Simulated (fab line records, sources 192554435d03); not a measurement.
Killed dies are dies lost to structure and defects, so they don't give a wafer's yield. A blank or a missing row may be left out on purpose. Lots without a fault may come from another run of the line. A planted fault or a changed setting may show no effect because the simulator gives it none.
Chamber matching | flow n5_finfet | N5_BEOL_M0_SAQP_CUT_ETCH_46 on rie_diel-02: 4 sister chambers
The step etches SOC in N2/H2, target depth 135 nm, overetch 27 nm, time 202.5 s. 8 wafers are shown with their chamber, then 7 later ones without.

WAFERS WITH THEIR CHAMBER
wafer  | chamber | throttle_valve_pct (%) | showerhead_plenum_p_Torr (Torr)
L080.1 | 3       | 17.37                  | 2.56
L080.5 | 0       | 18.51                  | 2.55
L081.6 | 2       | 17.95                  | 2.53
L082.1 | 0       | 18.50                  | 2.55
L082.3 | 3       | 17.37                  | 2.56
L082.5 | 1       | 17.50                  | 2.49
L085.1 | 2       | 17.99                  | 2.53
L085.2 | 1       | 17.48                  | 2.48

WAFERS WITHOUT THEIR CHAMBER
wafer  | throttle_valve_pct (%) | showerhead_plenum_p_Torr (Torr)
L085.6 | 17.38                  | 2.56
L089.1 | 17.51                  | 2.48
L089.2 | 17.99                  | 2.52
L089.5 | 17.99                  | 2.52
L097.1 | 17.53                  | 2.47
L097.3 | 17.43                  | 2.55
L097.6 | 17.56                  | 2.47

WHICH CHAMBER EACH WENT THROUGH
wafer  | from the rows above | in truth
L085.6 | 3                   | 3
L089.1 | 1                   | 1
L089.2 | 2                   | 2
L089.5 | 2                   | 2
L097.1 | 1                   | 1
L097.3 | 3                   | 3
L097.6 | 1                   | 1
Placed correctly: 7 of 7. Can't be placed from these rows: 0. Placed wrongly: 0.
How it was worked out, from the rows above alone: a wafer's distance from a chamber is the root of the sum, over the readings, of the square of ((its reading less the chamber's mean) divided by the reading's scatter). The wafer belongs to the nearest chamber; if the next one is less than 2 further off, it can't be placed. A chamber's mean is the mean of its shown wafers. The scatter: the root of (the sum of the squares of (reading less its chamber's mean) over the shown wafers, divided by (wafers less chambers)).
